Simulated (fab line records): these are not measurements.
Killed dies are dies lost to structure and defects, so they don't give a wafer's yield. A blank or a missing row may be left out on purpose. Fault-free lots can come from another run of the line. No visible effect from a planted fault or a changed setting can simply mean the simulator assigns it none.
Which of the tools did it? | flow n5_finfet | Sampling: 22 lots, 66 wafers, 3 of 1938 route steps

## WHAT THE GAUGES SHOWED, per wafer
N5_BEOL_M10_CD_MEAS_18: pitch 140 nm, target cd 70 nm. Usual: cd_nm reads 70.0 nm (standard deviation 0.53).
lot  | measured     | on        | cd_nm (nm)     | flag
L074 | day 11 16:08 | cd_sem-02 | 70.3 70.3 69.8 |
L075 | day 13 00:02 | cd_sem-01 | 70.7 70.1 70.6 |
L076 | day 13 04:55 | cd_sem-03 | 70.0 69.8 68.9 |
L077 | day 13 13:26 | cd_sem-03 | 69.9 69.8 70.6 |
L078 | day 13 22:25 | cd_sem-03 | 70.0 70.3 70.2 |
L080 | day 14 05:55 | cd_sem-02 | 70.7 69.8 69.8 |
L081 | day 14 10:14 | cd_sem-01 | 70.0 70.0 69.8 |
L083 | day 14 15:35 | cd_sem-01 | 69.7 70.2 69.9 |
L082 | day 14 19:02 | cd_sem-01 | 70.2 70.3 70.1 |
L084 | day 14 20:31 | cd_sem-01 | 70.5 70.0 69.7 |
L085 | day 15 08:08 | cd_sem-02 | 69.8 69.0 70.2 |
L086 | day 15 08:58 | cd_sem-03 | 70.2 69.7 69.2 |
L088 | day 15 23:36 | cd_sem-01 | 69.3 69.4 70.0 |
L087 | day 16 04:42 | cd_sem-02 | 70.0 70.6 70.5 |
L089 | day 16 10:42 | cd_sem-02 | 70.1 69.7 69.1 |
L090 | day 16 10:52 | cd_sem-01 | 70.0 70.9 70.4 |
L091 | day 16 14:05 | cd_sem-03 | 69.4 70.1 70.4 |
L093 | day 16 16:12 | cd_sem-01 | 68.5 69.2 69.5 |
L097 | day 17 22:10 | cd_sem-02 | 70.0 69.4 69.9 |
L096 | day 17 22:38 | cd_sem-02 | 69.3 69.9 69.5 |
L079 | day 17 22:52 | cd_sem-03 | 69.7 70.4 71.2 |
L095 | day 18 22:17 | cd_sem-03 | 71.5 71.1 71.0 |

## EACH LOT AND THE TOOL THAT RAN IT (in order: tool; ch and the chambers of the sampled wafers; start)
lot  | N5_BEOL_M10_ILD_DEP_00          | N5_BEOL_M10_ETCH_62
L074 | pecvd-03 ch 0,2, day 11 11:40   | rie_diel-04 ch 2,3, day 11 15:44
L075 | pecvd-03 ch 1,2, day 12 19:57   | rie_diel-02 ch 1,2, day 12 23:40
L076 | pecvd-02 ch 1,2, day 13 02:13   | rie_diel-05 ch 2,3, day 13 04:31
L077 | pecvd-02 ch 0,1, day 13 10:35   | rie_diel-04 ch 2,3, day 13 13:04
L078 | pecvd-03 ch 0,1,2, day 13 19:58 | rie_diel-02 ch 0,2,3, day 13 21:52
L080 | pecvd-03 ch 0,2, day 14 02:50   | rie_diel-04 ch 0,3, day 14 05:28
L081 | pecvd-02 ch 0,1,2, day 14 07:50 | rie_diel-02 ch 0,1,3, day 14 09:52
L083 | pecvd-02 ch 0,1, day 14 11:42   | rie_diel-02 ch 2,3, day 14 15:13
L082 | pecvd-02 ch 0,2, day 14 16:04   | rie_diel-04 ch 0,1,2, day 14 18:38
L084 | pecvd-02 ch 0,1, day 14 18:17   | rie_diel-05 ch 0,1, day 14 20:08
L085 | pecvd-01 ch 1,2, day 15 05:25   | rie_diel-02 ch 0,1,3, day 15 07:46
L086 | pecvd-03 ch 0,1, day 15 07:15   | rie_diel-04 ch 2,3, day 15 08:36
L088 | pecvd-03 ch 0,2, day 15 20:39   | rie_diel-04 ch 2,3, day 15 23:13
L087 | pecvd-02 ch 0,1, day 16 01:11   | rie_diel-02 ch 0,1,3, day 16 04:18
L089 | pecvd-02 ch 0,1, day 16 04:02   | rie_diel-05 ch 1,2,3, day 16 10:20
L090 | pecvd-02 ch 0,1,2, day 16 05:38 | rie_diel-04 ch 0,1, day 16 10:29
L091 | pecvd-02 ch 0,1,2, day 16 12:15 | rie_diel-02 ch 0,1, day 16 13:42
L093 | pecvd-03 ch 1,2, day 16 12:47   | rie_diel-05 ch 0,1, day 16 15:32
L097 | pecvd-01 ch 0,2, day 17 18:40   | rie_diel-04 ch 0,2, day 17 21:47
L096 | pecvd-01 ch 0,1,2, day 17 18:54 | rie_diel-04 ch 2,3, day 17 22:14
L079 | pecvd-03 ch 0,1,2, day 17 19:46 | rie_diel-02 ch 0,3, day 17 22:30
L095 | pecvd-02 ch 0,1,2, day 18 19:01 | rie_diel-02 ch 1,3, day 18 21:53
- N5_BEOL_M10_ILD_DEP_00: deposits SiCOH lowk from DEMS/porogen, target thk 308.51 nm, time 58 s.
- N5_BEOL_M10_ETCH_62: etches SOC in N2/H2, target depth 110 nm, overetch 22 nm, time 165 s.

## AS READ BY THE TOOLS THEMSELVES (means over the sampled wafers that have a number; for cases with no such wafer, the mark the record gives instead)
N5_BEOL_M10_ILD_DEP_00. Usual: heater_power_w 338 W, standard deviation 60; showerhead_plenum_p_Torr 5.734 Torr, standard deviation 0.017; susceptor_temp_C 299.98 C, standard deviation 0.17; throttle_valve_pct 13.7 %, standard deviation 0.46.
lot  | tool     | heater_power_w (W) | showerhead_plenum_p_Torr (Torr) | susceptor_temp_C (C) | throttle_valve_pct (%) | flag
L074 | pecvd-03 | 321                | 5.751                           | 299.92               | 13.5                   |
L075 | pecvd-03 | 341                | 5.752                           | 300.07               | 13.0                   |
L076 | pecvd-02 | 377                | 5.722                           | 299.95               | 13.8                   |
L077 | pecvd-02 | 331                | 5.728                           | 299.93               | 13.9                   |
L078 | pecvd-03 | 303                | 5.737                           | 299.88               | 13.6                   |
L080 | pecvd-03 | 346                | 5.739                           | 299.93               | 13.2                   |
L081 | pecvd-02 | 378                | 5.727                           | 300.07               | 13.9                   |
L083 | pecvd-02 | 321                | 5.714                           | 299.90               | 13.9                   |
L082 | pecvd-02 | 362                | 5.722                           | 299.89               | 13.8                   |
L084 | pecvd-02 | 326                | 5.712                           | 300.03               | 13.9                   |
L085 | pecvd-01 | 365                | 5.725                           | 299.97               | 14.0                   |
L086 | pecvd-03 | 262                | 5.750                           | 299.73               | 13.9                   |
L088 | pecvd-03 | 332                | 5.739                           | 300.03               | 13.4                   |
L087 | pecvd-02 | 323                | 5.724                           | 300.09               | 14.2                   |
L089 | pecvd-02 | 312                | 5.722                           | 300.00               | 14.1                   |
L090 | pecvd-02 | 359                | 5.724                           | 299.84               | 13.7                   |
L091 | pecvd-02 | 383                | 5.730                           | 300.10               | 14.0                   |
L093 | pecvd-03 | 314                | 5.750                           | 300.06               | 13.7                   |
L097 | pecvd-01 | 322                | 5.735                           | 300.07               | 12.7                   |
L096 | pecvd-01 | 332                | 5.733                           | 300.04               | 13.5                   |
L079 | pecvd-03 | 335                | 5.747                           | 299.91               | 13.4                   |
L095 | pecvd-02 | 358                | 5.729                           | 299.88               | 13.4                   |

N5_BEOL_M10_ETCH_62. Usual: drypump_motor_current_A 5.8 A, standard deviation 0.42; oes_product_au 0.68 a.u., standard deviation 0.082; rf_vpp_V 523.8 V, standard deviation 1.5; showerhead_plenum_p_Torr 2.54 Torr, standard deviation 0.05; temp_c 40.02 C, standard deviation 0.1; throttle_valve_pct 17.76 %, standard deviation 0.23.
lot  | tool        | drypump_motor_current_A (A) | oes_product_au (a.u.) | rf_vpp_V (V) | showerhead_plenum_p_Torr (Torr) | temp_c (C) | throttle_valve_pct (%) | flag
L074 | rie_diel-04 | 5.6                         | 0.58                  | 524.6        | 2.58                            | 40.15      | 17.99                  |
L075 | rie_diel-02 | 5.2                         | 0.59                  | 523.3        | 2.52                            | 40.07      | 18.14                  |
L076 | rie_diel-05 | 5.6                         | 0.60                  | 524.3        | 2.59                            | 40.03      | 17.79                  |
L077 | rie_diel-04 | 5.9                         | 0.67                  | 523.7        | 2.54                            | 39.94      | 17.80                  |
L078 | rie_diel-02 | 5.6                         | 0.69                  | 523.9        | 2.55                            | 40.00      | 17.89                  |
L080 | rie_diel-04 | 5.5                         | 0.78                  | 524.9        | 2.57                            | 40.01      | 17.62                  |
L081 | rie_diel-02 | 5.9                         | 0.67                  | 524.7        | 2.55                            | 39.97      | 17.84                  |
L083 | rie_diel-02 | 5.5                         | 0.71                  | 524.4        | 2.57                            | 39.99      | 17.88                  |
L082 | rie_diel-04 | 5.9                         | 0.71                  | 523.8        | 2.53                            | 40.03      | 17.58                  |
L084 | rie_diel-05 | 6.2                         | 0.63                  | 523.3        | 2.51                            | 40.00      | 17.77                  |
L085 | rie_diel-02 | 5.9                         | 0.67                  | 524.2        | 2.55                            | 39.95      | 17.86                  |
L086 | rie_diel-04 | 6.0                         | 0.65                  | 524.2        | 2.53                            | 40.01      | 17.83                  |
L088 | rie_diel-04 | 5.6                         | 0.70                  | 524.8        | 2.56                            | 40.02      | 17.77                  |
L087 | rie_diel-02 | 5.9                         | 0.66                  | 523.8        | 2.55                            | 40.10      | 17.87                  |
L089 | rie_diel-05 | 5.8                         | 0.69                  | 523.2        | 2.52                            | 39.98      | 17.57                  |
L090 | rie_diel-04 | 5.5                         | 0.75                  | 524.5        | 2.56                            | 40.02      | 17.47                  |
L091 | rie_diel-02 | 6.0                         | 0.63                  | 523.6        | 2.53                            | 39.93      | 17.89                  |
L093 | rie_diel-05 | 6.3                         | 0.61                  | 522.6        | 2.50                            | 40.08      | 17.79                  |
L097 | rie_diel-04 | 6.1                         | 0.76                  | 521.9        | 2.49                            | 40.01      | 17.50                  |
L096 | rie_diel-04 | 5.7                         | 0.76                  | 525.4        | 2.56                            | 40.07      | 17.65                  |
L079 | rie_diel-02 | 6.1                         | 0.67                  | 523.7        | 2.56                            | 40.12      | 17.81                  |
L095 | rie_diel-02 | 5.8                         | 0.75                  | 523.6        | 2.55                            | 40.00      | 17.72                  |

## THE ANSWER, worked out from the rows above alone
Rule: take the mean of a lot's wafers that have a number; if it is more than 3 standard deviations from the usual mean, the lot is off. Also off: a lot with no number at a reading for which 4 or more lots have one. All remaining lots with rows at the step are treated as sound. First the gauges in route order, then the tools' own readings, where a lot's mean is used as printed above. At the first step where some lot is off, the reading lying furthest off is the one used; lots without a number count as furthest.
Nothing can be told from this: no lot is off at any reading shown.

## WHAT THE SIMULATOR PUT IN
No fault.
